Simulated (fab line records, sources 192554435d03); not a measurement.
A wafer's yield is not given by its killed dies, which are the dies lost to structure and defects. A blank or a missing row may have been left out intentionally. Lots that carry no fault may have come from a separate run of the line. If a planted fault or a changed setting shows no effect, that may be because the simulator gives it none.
The tool behind it: which one? :: flow n5Finfet :: at 1 step of a route of 1938, 10 lots with 30 wafers sampled

WHAT EACH GAUGE READ, for each wafer
N5_BEOL_M4_RC_MEAS_101.
lot: L270
measured: day 7 21:47
on: prober-01
DIBL_N (mV/V): 38.3 39.7 36.7

lot: L271
measured: day 8 13:19
on: prober-02
DIBL_N (mV/V): 35.8 36.7 36.7

lot: L272
measured: day 8 22:41
on: prober-02
DIBL_N (mV/V): 39.3 38.8 36.7

lot: L281
measured: day 11 02:36
on: prober-01
DIBL_N (mV/V): 38.1 37.3 36.4

lot: L284
measured: day 11 14:55
on: prober-02
DIBL_N (mV/V): 38.1 38.0 36.9

lot: L287
measured: day 12 09:53
on: prober-01
DIBL_N (mV/V): 37.3 36.8 36.2

lot: L290
measured: day 13 16:40
on: prober-02
DIBL_N (mV/V): 37.1 34.8 32.6

lot: L292
measured: day 13 19:45
on: prober-02
DIBL_N (mV/V): 38.6 39.3 37.7

lot: L291
measured: day 13 20:19
on: prober-01
DIBL_N (mV/V): 34.2 39.0 36.4

lot: L293
measured: day 13 23:04
on: prober-02
DIBL_N (mV/V): 36.1 38.0 37.1

WHICH TOOL RAN EACH LOT (tool, then ch and the chambers of the sampled wafers, then the start)
The record shows no process step preceding these readings.

THE ANSWER, worked out from the rows above alone
Rule: the usual values come from the lots themselves. Put in order of their means at a reading, lots are off if they are a third of the lots or fewer, leave a main group of 4 or more, and stand apart from it by a gap of 3 or more times the standard deviation of the main group's means; of several such gaps the widest counts. If all means in a main group match to the digits the tables above print for the reading, that group is not used. A lot without any number at a reading at which 4 lots or more have one is off too. The other lots that the step has rows for count as sound.
Across all readings shown, no lot is off: no conclusion can be drawn from this.

WHAT THE SIMULATOR HAD PUT IN
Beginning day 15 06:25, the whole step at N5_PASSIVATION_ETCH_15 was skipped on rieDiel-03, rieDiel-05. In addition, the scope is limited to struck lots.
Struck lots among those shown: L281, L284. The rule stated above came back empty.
